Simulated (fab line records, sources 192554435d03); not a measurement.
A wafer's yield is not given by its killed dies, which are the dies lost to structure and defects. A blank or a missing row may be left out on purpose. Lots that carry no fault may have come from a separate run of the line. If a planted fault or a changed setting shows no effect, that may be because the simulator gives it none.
Struck lot and sound lot, side by side ; flow n5Finfet ; 37 out of 1938 route steps
Sound: these wafers, L599.2, L599.4, L599.6. Wafers L596.3, L596.5, L596.6 were the ones struck. At the end, the cause is stated.
Order at every step that has rows: each side's tool, ch and its chambers, its first start. Under that, the readings that differ: sound wafers ; struck wafers ; difference of the means ; sigmas: that difference in standard deviations of wafers without a fault.
alike: same words and numbers on both sides, and readings whose means sit less than 2 such deviations apart. not compared: any withheld reading, any reading some wafer has no value for, any bound like >300 that may hide the same value, and any number with overlapping values for which the record gives no deviation.
Wherever a step has rows on one side only, a row that says differs or no value, or a row with sigmas, the two part there. Numbers that have no deviation but don't overlap get no sigmas and don't part them. Lack of a reading on every wafer of one side parts them only where that side has two or more wafers.

first, 10 steps without rows for these wafers: N5_BEOL_M5_ILD_DEP_00 (deposits SiCOH lowk from DEMS/porogen, target thk 140.64 nm, time 25.9 s); N5_BEOL_M5_CURE_79 (cures SiCOH lowk, time 240 s); N5_BEOL_M5_PECVD_70 (deposits SiO2 from TEOS/O2, target thk 16 nm, time 18 s); N5_BEOL_M5_HM_DEP_02 (deposits TiN, target thk 20 nm); N5_BEOL_M5_COAT_59 (time 60 s, resist thk 60 nm); N5_BEOL_M5_COAT_60 (time 60 s, resist thk 12 nm); N5_BEOL_M5_COAT_71 (time 60 s, resist thk 5 nm); N5_BEOL_M5_COAT_05 (resist thk 30 nm); N5_BEOL_M5_EBR_07; N5_BEOL_M5_SOFTBAKE_06 (time 60 s).
N5_BEOL_M5_EXPOSE_08: exposes mask M5, target cd 28 nm.
  sound on euvScanner-02 ch 0, day 12 15:01; struck on euvScanner-01 ch 0, day 11 15:02
reading;sound;struck;difference;sigmas
exposureDoseMJCm2;35.77 35.75 35.72;33.87 33.88 33.92;-1.86;-39
  alike: mask
then, 2 steps without rows for these wafers: N5_BEOL_M5_PEB_09 (peb time 60 s); N5_BEOL_M5_DEVELOP_10 (develop time 30 s).
N5_BEOL_M5_CD_MEAS_11: target cd 27.74 nm.
  sound on cdSem-03 ch 0, day 12 15:09; struck on cdSem-03 ch 0, day 11 15:10
reading;sound;struck;difference;sigmas
cdNm (nm);27.93 28.17 27.92;26.98 26.59 26.44;-1.34;-6
N5_BEOL_M5_DESCUM_16: chemistry O2, time 7 s.
  sound on rieDiel-03 ch 0,1, day 12 15:16; struck on rieDiel-06 ch 1,2,3, day 11 15:17
reading;sound;struck;difference;sigmas
model.BEOL_M5.cdNm (nm);28 28.2 28;27 26.8 26.6;-1;
  alike: drypumpMotorCurrentA, oesProductAu, rfVppV, showerheadPlenumPTorr, throttleValvePct
  not compared: rfHoursCounterH
then, 8 steps without rows for these wafers: N5_BEOL_M5_ETCH_72 (etches underlayer in N2/H2, target depth 6.5 nm, time 5.2 s); N5_BEOL_M5_ETCH_61 (etches SiARC in CF4, target depth 15.6 nm, time 26 s); N5_BEOL_M5_ETCH_62 (etches SOC in N2/H2, target depth 75 nm, overetch 15 nm, time 112.5 s); N5_BEOL_M5_STRIP_63 (strips in N2/H2); N5_BEOL_M5_STRIP_73 (strips in N2/H2); N5_BEOL_M5_STRIP_64 (strips in CF4); N5_BEOL_M5_HM_OPEN_17 (chemistry Cl2/BCl3, target TiN, target depth 20 nm, overetch 6 nm); N5_BEOL_M5_STRIP_19 (strips in O2).
N5_BEOL_M5_CD_MEAS_18: pitch 56 nm, target cd 28 nm.
  struck on cdSem-02, day 11 15:48; sound on cdSem-03, day 12 15:42
reading;sound;struck;difference;sigmas
cdNm (nm);27.8 28.2 28.2;26.3 26.4 26.1;-1.8;-5
then, 11 steps without rows for these wafers: N5_BEOL_M5_COAT_65 (time 60 s, resist thk 60 nm); N5_BEOL_M5_COAT_66 (time 60 s, resist thk 12 nm); N5_BEOL_M5_COAT_74 (time 60 s, resist thk 5 nm); N5_BEOL_M5_COAT_22 (resist thk 30 nm); N5_BEOL_M5_EBR_24; N5_BEOL_M5_SOFTBAKE_23 (time 60 s); N5_BEOL_M5_EXPOSE_25 (exposes mask V4, defocus 10 nm); N5_BEOL_M5_PEB_26 (peb time 60 s); N5_BEOL_M5_DEVELOP_27 (develop time 30 s); N5_BEOL_M5_DESCUM_33 (chemistry O2, time 7 s); N5_BEOL_M5_ETCH_75 (etches underlayer in N2/H2, target depth 6.5 nm, time 5.2 s).
N5_BEOL_M5_ETCH_41: etches SiCN in CH3F/O2, target depth 31.5 nm, time 56.7 s.
  sound: rieDiel-02 ch 0,1,3; struck: rieDiel-06 ch 0,1
reading;sound;struck;difference;sigmas
model.BEOL_M5.cdNm (nm);28 28.4 28.2;26.8 26.8 26.4;-1.5;
  alike: drypumpMotorCurrentA, oesProductAu, rfVppV, showerheadPlenumPTorr, throttleValvePct
  not compared: rfHoursCounterH
N5_PASSIVATION_PROBE_49:
  sound wafers here have rows in the record (prober-01, day 16 14:07); struck ones have none

WHERE THEY PART
First at N5_BEOL_M5_EXPOSE_08; last, within this record, at N5_PASSIVATION_PROBE_49.

WHY: what the simulator had put in
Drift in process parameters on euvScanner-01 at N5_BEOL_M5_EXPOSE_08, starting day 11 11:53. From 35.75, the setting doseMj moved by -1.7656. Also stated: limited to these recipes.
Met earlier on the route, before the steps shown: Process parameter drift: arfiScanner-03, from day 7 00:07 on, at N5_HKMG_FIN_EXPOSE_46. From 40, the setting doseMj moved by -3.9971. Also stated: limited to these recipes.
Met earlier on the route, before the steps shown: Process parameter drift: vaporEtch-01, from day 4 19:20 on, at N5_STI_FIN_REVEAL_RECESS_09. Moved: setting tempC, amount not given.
